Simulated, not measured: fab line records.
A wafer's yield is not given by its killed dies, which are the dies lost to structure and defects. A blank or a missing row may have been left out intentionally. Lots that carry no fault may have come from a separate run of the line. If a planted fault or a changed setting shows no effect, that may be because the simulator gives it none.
Matching of chambers ; flow n5_finfet ; N5_BEOL_M2_VIA_ETCH_34 on rie_diel-01: 4 sister chambers
The step etches the open film in C4F6/O2, target depth 69.4 nm, time 65.9 s. 18 wafers are shown with their chamber, then 9 later ones without.

WAFERS WITH THEIR CHAMBER
wafer;chamber;throttle_valve_pct (%);showerhead_plenum_p_Torr (Torr);rf_vpp_V (V)
L075.2;0;30.35;2.69;672
L075.5;1;30.54;2.91;649
L075.6;3;30.83;2.97;658
L077.1;1;30.54;2.91;650
L077.4;3;30.82;2.96;659
L077.5;1;30.55;2.91;650
L080.2;2;30.76;2.83;649
L080.4;0;30.37;2.69;674
L080.5;2;30.76;2.83;650
L087.1;2;30.76;2.82;649
L087.4;0;30.37;2.68;671
L087.6;0;30.37;2.68;671
L088.1;3;30.84;2.95;659
L088.4;2;30.76;2.82;650
L088.5;2;30.77;2.82;649
L089.2;0;30.38;2.68;670
L089.4;2;30.78;2.82;650
L089.6;1;30.56;2.89;649

SIGNATURES (averages over the wafers above)
reading;chamber 0;chamber 1;chamber 2;chamber 3;scatter within a chamber
throttle_valve_pct;30.3680;30.5475;30.7650;30.8300;0.00965
showerhead_plenum_p_Torr;2.6840;2.9050;2.8233;2.9600;0.00734
rf_vpp_V;671.60;649.50;649.50;658.67;0.94
Rule: a wafer lies at a distance from a chamber equal to the root of the sum of squares, over the readings, of (its reading less the chamber's mean, divided by the reading's scatter). If the next closest chamber is less than 2 further off than the closest, the wafer can't be placed; otherwise it belongs to the closest. The scatter is the square root of a quotient: the sum, over the shown wafers, of each reading's squared deviation from its chamber's mean, divided by wafers minus chambers.

WAFERS WITH NO CHAMBER GIVEN
wafer;throttle_valve_pct (%);showerhead_plenum_p_Torr (Torr);rf_vpp_V (V)
L090.2;30.79;2.82;649
L090.3;30.37;2.68;670
L090.6;30.85;2.95;659
L092.2;30.85;2.95;660
L092.4;30.59;2.89;650
L092.5;30.78;2.82;648
L093.2;30.57;2.89;649
L093.3;30.38;2.68;671
L093.5;30.78;2.82;647

EACH ONE'S CHAMBER
wafer;from the rows above;in truth
L090.2;2;2
L090.3;0;0
L090.6;3;3
L092.2;3;3
L092.4;1;1
L092.5;2;2
L093.2;1;1
L093.3;0;0
L093.5;2;2
Correctly placed: 9 of 9. Number that these rows cannot place: 0. Wrongly placed: 0.
